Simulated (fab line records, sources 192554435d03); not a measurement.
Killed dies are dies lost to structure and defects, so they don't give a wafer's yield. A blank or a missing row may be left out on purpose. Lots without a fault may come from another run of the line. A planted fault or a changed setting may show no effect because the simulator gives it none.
Chamber matching | flow n5_finfet | N5_BEOL_M0_PRE_CLEAN_131 on cvd_co-01: 3 sister chambers
The step time 15 s. 3 wafers are shown with their chamber, then 11 later ones without.

WAFERS WITH THEIR CHAMBER
wafer  | chamber | heater_power_w (W)
L083.6 | 0       | 75
L084.2 | 2       | 83
L085.2 | 1       | 91

WAFERS WITHOUT THEIR CHAMBER
wafer  | heater_power_w (W)
L085.3 | 83
L085.6 | 90
L088.2 | 90
L088.4 | 89
L088.5 | 83
L094.1 | 83
L094.4 | 91
L094.5 | 85
L097.4 | 74
L097.5 | 91
L097.6 | 85

WHICH CHAMBER EACH WENT THROUGH
wafer  | from the rows above | in truth
L085.3 | 2                   | 2
L085.6 | 1                   | 1
L088.2 | 1                   | 1
L088.4 | 1                   | 1
L088.5 | 2                   | 2
L094.1 | 2                   | 2
L094.4 | 1                   | 1
L094.5 | 2                   | 2
L097.4 | 0                   | 0
L097.5 | 1                   | 1
L097.6 | 2                   | 2
Placed correctly: 11 of 11. Can't be placed from these rows: 0. Placed wrongly: 0.
How it was worked out, from the rows above alone: a wafer's distance from a chamber is the root of the sum, over the readings, of the square of ((its reading less the chamber's mean) divided by the reading's scatter). The wafer belongs to the nearest chamber; if the next one is less than 2 further off, it can't be placed. A chamber's mean is the mean of its shown wafers. The scatter: with one shown wafer a chamber, the root of the mean of the squares of how far each hidden wafer lies from its nearest shown one.
